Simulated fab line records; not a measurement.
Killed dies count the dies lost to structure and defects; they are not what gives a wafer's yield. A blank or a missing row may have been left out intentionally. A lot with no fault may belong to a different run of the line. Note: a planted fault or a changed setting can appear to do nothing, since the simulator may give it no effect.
Matching of chambers | flow n5_finfet | N5_BEOL_M5_DEP_56 on pecvd-01: 3 sister chambers
The step deposits SiCN from 3MS/NH3, target thk 8 nm, time 14 s. 3 wafers are shown with their chamber, then 8 later ones without.

== WAFERS, EACH WITH ITS CHAMBER ==
wafer  | chamber | throttle_valve_pct (%)
L087.1 | 1       | 10.3
L087.6 | 0       | 8.9
L091.2 | 2       | 8.4

== WAFERS WITH NO CHAMBER GIVEN ==
wafer  | throttle_valve_pct (%)
L091.3 | 10.1
L091.6 | 8.5
L096.2 | 9.0
L096.4 | 8.5
L096.6 | 10.4
L097.3 | 9.0
L097.5 | 10.4
L097.6 | 8.7

== WHICH CHAMBER EACH ONE RAN IN ==
wafer  | from the rows above     | in truth
L091.3 | 1                       | 1
L091.6 | 2                       | 2
L096.2 | 0                       | 0
L096.4 | 2                       | 2
L096.6 | 1                       | 1
L097.3 | 0                       | 0
L097.5 | 1                       | 1
L097.6 | can't be placed: 0 or 2 | 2
Placed correctly: 7 of 8. These rows do not allow placing 1 (true chamber among the candidates in 1). Number placed wrongly: 0.
How it was worked out, from the rows above alone: a wafer's distance from a chamber is the root of the sum, over the readings, of the square of ((its reading less the chamber's mean) divided by the reading's scatter). The wafer belongs to the nearest chamber; if the next one is less than 2 further off, it can't be placed. For every chamber, the mean is computed from those of its wafers that are shown. The scatter: with one shown wafer a chamber, the root of the mean of the squares of how far each hidden wafer lies from its nearest shown one.
